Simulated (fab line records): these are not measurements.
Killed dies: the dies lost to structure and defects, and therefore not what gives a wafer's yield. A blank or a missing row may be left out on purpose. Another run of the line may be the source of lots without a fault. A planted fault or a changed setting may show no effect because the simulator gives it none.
A struck lot beside a sound one / flow nand_harc / 15 out of 1302 route steps
Sound: wafers L737.1, L737.2, L737.6. Struck: wafers L752.4, L752.5. The cause comes at the end.
Order at every step that has rows: each side's tool, ch and its chambers, its first start. Under that, the readings that differ: sound wafers / struck wafers / difference of the means / sigmas: that difference in standard deviations of wafers without a fault.
alike: readings whose means differ by less than 2 such deviations, and words and numbers that are the same on both sides. not compared: withheld readings, readings that some wafer has no value for, bounds like >300 that may hide the same value, and numbers for which the record gives no deviation and whose values overlap.
Wherever a step has rows on one side only, a row that says differs or no value, or a row with sigmas, the two part there. Numbers that have no deviation but don't overlap get no sigmas and don't part them. A reading that every wafer of one side lacks parts them only if that side has two wafers or more.

NHARC_A_ONON_D2_THK_MEAS_05: measures by ellipsometry.
  sound on film_metro-01 at day 14 21:41; struck on film_metro-02 at day 21 04:33
  alike: thk_nm
then, no rows for these wafers at 1 step: NHARC_A_ONON_D2_DEP_06 (target thk 1000 nm).
NHARC_A_ONON_D2_THK_MEAS_08: measures by ellipsometry.
  sound on film_metro-01 at day 14 22:15; struck on film_metro-02 at day 21 05:07
  alike: thk_nm
then, no rows for these wafers at 1 step: NHARC_A_ONON_D2_DEP_09 (target thk 1000 nm).
NHARC_A_ONON_D2_THK_MEAS_11: measures by ellipsometry.
  sound on film_metro-02 at day 14 22:49; struck on film_metro-02 at day 21 05:41
  alike: thk_nm
then, no rows for these wafers at 1 step: NHARC_A_ONON_D2_DEP_12 (target thk 1000 nm).
NHARC_A_ONON_D2_THK_MEAS_14: measures by ellipsometry.
  sound on film_metro-01 at day 14 23:23; struck on film_metro-01 at day 21 06:15
  alike: thk_nm
then, 2 steps without rows for these wafers: NHARC_A_ONON_D2_ANNEAL_15 (time 3600 s); NHARC_A_ONON_D2_DEP_16 (target thk 1000 nm).
NHARC_A_ONON_D2_THK_MEAS_18: measures by ellipsometry.
  sound on film_metro-01 at day 15 06:36; struck on film_metro-01 at day 21 14:28
  alike: thk_nm
then, no rows for these wafers at 1 step: NHARC_A_ONON_D2_DEP_19 (target thk 1000 nm).
NHARC_A_ONON_D2_THK_MEAS_21: measures by ellipsometry.
  sound on film_metro-01 at day 15 07:10; struck on film_metro-01 at day 21 15:02
  alike: thk_nm
NHARC_A_ONON_D2_DEP_22: target thk 1000 nm.
  sound on pecvd_onon-03 ch 0, day 15 07:14; struck on pecvd_onon-02 ch 0, day 21 15:16
NHARC_A_ONON_D2_THK_MEAS_24: measures by ellipsometry.
  sound on film_metro-02 at day 15 07:44; struck on film_metro-02 at day 21 15:36
reading=thk_nm (nm); sound=997 997 998; struck=1555 1557; difference=+559; sigmas=+74
then, no rows for these wafers at 1 step: NHARC_A_ONON_D2_DEP_25 (target thk 1000 nm).

## WHERE THEY PART
Within this record, at NHARC_A_ONON_D2_THK_MEAS_24 only.

WHY: what had been put in by the simulator
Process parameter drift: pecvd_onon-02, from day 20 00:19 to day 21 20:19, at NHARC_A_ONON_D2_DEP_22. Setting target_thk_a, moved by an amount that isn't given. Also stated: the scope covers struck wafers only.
